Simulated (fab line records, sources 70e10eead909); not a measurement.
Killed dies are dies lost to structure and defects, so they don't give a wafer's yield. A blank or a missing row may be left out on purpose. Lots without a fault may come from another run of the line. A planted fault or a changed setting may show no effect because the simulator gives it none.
Chamber matching | flow nand_harc | NHARC_A_STAIRCASE_ALD_415 on ald_hk-04: 4 sister chambers
The step deposits SiO2, target thk 30 nm, pulse time 6 s, ald cycles 300. 4 wafers are shown with their chamber, then 7 later ones without.

WAFERS WITH THEIR CHAMBER
wafer  | chamber | heater_power_w (W)
L814.2 | 1       | 409
L814.4 | 2       | 385
L816.2 | 3       | 419
L816.4 | 0       | 438

WAFERS WITHOUT THEIR CHAMBER
wafer  | heater_power_w (W)
L816.6 | 434
L820.1 | 398
L820.2 | 424
L820.4 | 450
L824.3 | 457
L824.4 | 423
L824.5 | 444

WHICH CHAMBER EACH WENT THROUGH
wafer  | from the rows above          | in truth
L816.6 | can't be placed: 0 or 3      | 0
L820.1 | can't be placed: 1 or 2 or 3 | 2
L820.2 | can't be placed: 3 or 0 or 1 | 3
L820.4 | can't be placed: 0 or 3      | 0
L824.3 | can't be placed: 0 or 3      | 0
L824.4 | can't be placed: 3 or 1 or 0 | 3
L824.5 | can't be placed: 0 or 3      | 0
Placed correctly: 0 of 7. Can't be placed from these rows: 7 (the true chamber is among the candidates in 7). Placed wrongly: 0.
How it was worked out, from the rows above alone: a wafer's distance from a chamber is the root of the sum, over the readings, of the square of ((its reading less the chamber's mean) divided by the reading's scatter). The wafer belongs to the nearest chamber; if the next one is less than 2 further off, it can't be placed. A chamber's mean is the mean of its shown wafers. The scatter: with one shown wafer a chamber, the root of the mean of the squares of how far each hidden wafer lies from its nearest shown one.
